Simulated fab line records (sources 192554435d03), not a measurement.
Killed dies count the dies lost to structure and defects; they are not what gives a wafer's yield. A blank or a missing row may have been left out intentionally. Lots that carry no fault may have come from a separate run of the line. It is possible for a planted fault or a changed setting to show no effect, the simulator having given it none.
Which tool was responsible?    flow n5-finfet    Sampling: 8 lots, 24 wafers, 6 of 1938 route steps

## WHAT EACH GAUGE READ, for each wafer
N5_BEOL_M3_OCD_MEAS_38.
lot   measured      on      trench-depth-nm (nm)
L521  day 8 22:04   ocd-01  54.8 54.6 56.0
L522  day 9 12:06   ocd-02  57.0 54.8 53.5
L525  day 9 16:23   ocd-02  48.4 50.7 49.1
L528  day 10 22:07  ocd-02  51.3 49.9 50.3
L532  day 11 15:06  ocd-01  55.3 56.6 55.6
L535  day 13 01:01  ocd-02  55.0 57.1 55.1
L537  day 13 03:53  ocd-01  57.2 54.4 57.0
L538  day 13 07:26  ocd-01  54.8 56.2 54.9

N5_BEOL_M3_CD_MEAS_35: target cd 18 nm, target cd y 21 nm.
lot   measured      on         cd-nm (nm)
L521  day 8 22:13   cd-sem-02  18.2 18.1 18.2
L522  day 9 12:16   cd-sem-02  18.3 18.4 18.1
L525  day 9 16:32   cd-sem-01  17.6 18.1 17.3
L528  day 10 22:16  cd-sem-02  17.7 16.8 17.6
L532  day 11 15:16  cd-sem-03  18.1 17.9 18.2
L535  day 13 01:10  cd-sem-03  17.9 17.6 17.5
L537  day 13 04:03  cd-sem-03  17.8 17.2 17.5
L538  day 13 07:35  cd-sem-01  17.7 17.5 18.3

N5_BEOL_M4_RC_MEAS_101.
lot   measured      on         DIBL_N (mV/V)   DIBL_P (mV/V)   IOFF_N (nA/um)  IOFF_P (nA/um)  ION_N (uA/um)  ION_P (uA/um)  SS_N (mV/dec)   SS_P (mV/dec)   VT_N (mV)    VT_P (mV)
L521  day 9 13:07   prober-02  36.4 37.5 35.8  38.5 39.4 37.3  0.17 0.19 0.16  0.25 0.26 0.23  664 675 666    460 465 461    72.0 71.8 71.3  73.9 73.2 73.3  248 248 248  -251 -251 -249
L522  day 10 02:21  prober-01  40.5 37.7 36.3  41.6 37.0 35.5  0.24 0.17 0.14  0.30 0.21 0.19  687 668 661    473 462 454    72.5 71.4 71.3  74.3 73.4 72.9  245 249 251  -245 -250 -251
L525  day 10 09:36  prober-02  38.0 37.7 37.2  39.0 38.5 37.2  0.20 0.17 0.16  0.30 0.29 0.25  690 669 673    487 474 471    71.6 71.6 71.3  73.9 74.0 72.9  245 251 251  -242 -245 -245
L528  day 11 14:33  prober-01  38.1 38.3 38.3  38.6 38.1 37.8  0.20 0.19 0.18  0.26 0.25 0.24  680 689 686    467 469 465    71.4 71.6 72.5  74.6 73.7 73.2  246 245 245  -248 -248 -248
L532  day 12 09:53  prober-01  37.3 36.8 36.2  38.6 38.4 38.2  0.19 0.18 0.16  0.23 0.25 0.23  678 676 669    463 463 460    72.3 71.2 71.0  73.4 73.5 73.0  248 249 252  -248 -247 -247
L535  day 13 16:40  prober-02  37.1 34.8 32.6  37.2 35.2 31.7  0.18 0.14 0.10  0.22 0.18 0.15  677 677 650    461 458 449    71.6 70.7 69.9  74.7 72.4 72.3  246 252 257  -251 -254 -259
L537  day 13 19:45  prober-02  38.6 39.3 37.7  39.3 39.4 38.0  0.18 0.18 0.14  0.24 0.23 0.21  673 669 661    459 459 453    71.7 72.6 72.0  73.9 74.4 73.8  252 251 255  -252 -253 -255
L538  day 13 23:04  prober-02  36.1 38.0 37.1  35.9 37.9 36.7  0.13 0.15 0.14  0.19 0.22 0.20  649 676 662    447 464 456    71.3 71.4 70.7  72.5 73.6 73.4  254 252 252  -250 -249 -253

## WHICH TOOL RAN EACH LOT (tool, then ch and the chambers of the sampled wafers, then the start)
lot   N5_BEOL_M3_ETCH_63                  N5_BEOL_M3_TRENCH_ETCH_37           N5_BEOL_M3_STRIP_97
L521  rie-diel-05 ch 0,2,3, day 8 18:34   rie-diel-04 ch 0,3, day 8 21:55     rie-diel-04 ch 0,3, day 8 22:04 or earlier
L522  rie-diel-04 ch 1,2,3, day 9 01:49   rie-diel-03 ch 0,2,3, day 9 11:57   rie-diel-03 ch 0,2,3, day 9 12:06 or earlier
L525  rie-diel-03 ch 1,2,3, day 9 12:54   rie-diel-03 ch 0,1,2, day 9 16:14   rie-diel-03 ch 0,1,2, day 9 16:23 or earlier
L528  rie-diel-03 ch 0,1,2, day 10 17:04  rie-diel-03 ch 1,3, day 10 21:57    rie-diel-03 ch 1,3, day 10 22:07 or earlier
L532  rie-diel-04 ch 1,2,3, day 11 08:44  rie-diel-04 ch 0,1,2, day 11 14:57  rie-diel-04 ch 0,1,2, day 11 15:06 or earlier
L535  rie-diel-03 ch 1,2,3, day 12 14:58  rie-diel-04 ch 0,1,3, day 13 00:52  rie-diel-04 ch 0,1,3, day 13 01:01 or earlier
L537  rie-diel-05 ch 0,3, day 12 18:24    rie-diel-03 ch 0,1, day 13 03:44    rie-diel-03 ch 0,1, day 13 03:53 or earlier
L538  rie-diel-03 ch 0,1,3, day 13 05:24  rie-diel-05 ch 0,2, day 13 07:17    rie-diel-05 ch 0,2, day 13 07:26 or earlier
- N5_BEOL_M3_ETCH_63: etches SiARC in CF4, target depth 15.6 nm, time 26 s.
- N5_BEOL_M3_TRENCH_ETCH_37: etches SiOC in C4F6/O2, target depth 55.555 nm, time 29.2 s.
- N5_BEOL_M3_STRIP_97: strips in N2/H2, time 10 s.

## AS READ BY THE TOOLS THEMSELVES (means over the sampled wafers that have a number; for cases with no such wafer, the mark the record gives instead)
N5_BEOL_M3_ETCH_63.
lot   tool         bias-w (W)  drypump-motor-current-A (A)  etch-rf-on-time-s (s)  oes-product-au (a.u.)  rf-vpp-V (V)  showerhead-plenum-p-Torr (Torr)  throttle-valve-pct (%)
L521  rie-diel-05  35.99       5.7                          25.8                   0.71                   184.5         2.13                             15.48
L522  rie-diel-04  36.01       5.1                          26.1                   0.65                   183.8         2.14                             15.49
L525  rie-diel-03  35.94       5.6                          26.1                   0.72                   184.3         2.14                             15.52
L528  rie-diel-03  36.12       5.5                          25.9                   0.67                   184.2         2.14                             15.73
L532  rie-diel-04  36.01       5.1                          25.5                   0.73                   183.8         2.14                             15.35
L535  rie-diel-03  36.02       5.6                          26.0                   0.69                   183.2         2.13                             15.57
L537  rie-diel-05  36.00       5.6                          25.6                   0.71                   184.7         2.12                             15.50
L538  rie-diel-03  35.98       5.5                          25.8                   0.70                   184.5         2.19                             15.70

N5_BEOL_M3_TRENCH_ETCH_37.
lot   tool         bias-w (W)  drypump-motor-current-A (A)  oes_ar_750_au (a.u.)  oes_f_703_au (a.u.)  oes-product-au (a.u.)  rf-vpp-V (V)  showerhead-plenum-p-Torr (Torr)  throttle-valve-pct (%)
L521  rie-diel-04  185.6       5.7                          0.86                  0.86                 0.85                   667           2.95                             20.61
L522  rie-diel-03  185.8       5.9                          0.76                  0.76                 0.77                   673           2.86                             20.99
L525  rie-diel-03  123.6       5.6                          0.76                  0.76                 0.73                   485           2.85                             20.95
L528  rie-diel-03  124.2       5.6                          0.86                  0.86                 0.83                   493           2.91                             20.81
L532  rie-diel-04  185.4       5.4                          0.84                  0.85                 0.83                   662           2.75                             20.81
L535  rie-diel-04  185.1       5.6                          0.85                  0.85                 0.84                   669           2.85                             20.70
L537  rie-diel-03  184.5       5.2                          0.82                  0.83                 0.82                   658           2.91                             20.96
L538  rie-diel-05  185.4       5.9                          0.77                  0.77                 0.77                   667           2.82                             20.90

N5_BEOL_M3_STRIP_97.
lot   tool         bias-power-w (W)  drypump-motor-current-A (A)  oes-product-au (a.u.)  rf-vpp-V (V)  showerhead-plenum-p-Torr (Torr)  throttle-valve-pct (%)
L521  rie-diel-04  6.999             5.7                          0.86                   59.6          2.63                             23.5
L522  rie-diel-03  6.996             5.9                          0.77                   58.4          2.54                             23.6
L525  rie-diel-03  7.010             5.6                          0.78                   59.4          2.56                             23.9
L528  rie-diel-03  7.003             5.6                          0.89                   58.6          2.57                             23.5
L532  rie-diel-04  6.999             5.4                          0.83                   59.1          2.46                             23.6
L535  rie-diel-04  7.000             5.6                          0.85                   58.6          2.54                             23.5
L537  rie-diel-03  6.984             5.2                          0.82                   59.0          2.62                             24.1
L538  rie-diel-05  7.000             5.9                          0.76                   59.3          2.51                             23.8

## THE ANSWER, worked out from the rows above alone
Rule: the lots themselves supply what counts as usual. The widest of any qualifying gaps counts: lots, ordered by their means at a reading, are off when they make up no more than a third of the lots, leave a main group of 4 or more, and stand apart from it by 3 or more times the standard deviation of that group's means. If all means in a main group match to the digits the tables above print for the reading, that group is not used. A lot without any number at a reading at which 4 lots or more have one is off too. The other lots that the step has rows for count as sound. First the gauges in route order, then the tools' own readings, where a lot's mean is used as printed above. At the first step where some lot is off, the reading lying furthest off is the one used; lots without a number count as furthest.
Off, at N5_BEOL_M3_OCD_MEAS_38 on trench-depth-nm: L525, L528. Mean 55.5 nm and standard deviation 0.4 in the main group.
A tool fits if, at a process step before that reading, it ran every lot that is off, and no sound lot after the first of them. The gauges at N5_BEOL_M3_OCD_MEAS_38 aren't tried: what is off there is off at N5_BEOL_M3_TRENCH_ETCH_37 too, on other tools, and a gauge's error can't cause that. N5_BEOL_M3_STRIP_97: start missing for some lots; hours and lot order therefore follow N5_BEOL_M3_OCD_MEAS_38. Of those tried, none fits.

## WHAT THE SIMULATOR PUT IN
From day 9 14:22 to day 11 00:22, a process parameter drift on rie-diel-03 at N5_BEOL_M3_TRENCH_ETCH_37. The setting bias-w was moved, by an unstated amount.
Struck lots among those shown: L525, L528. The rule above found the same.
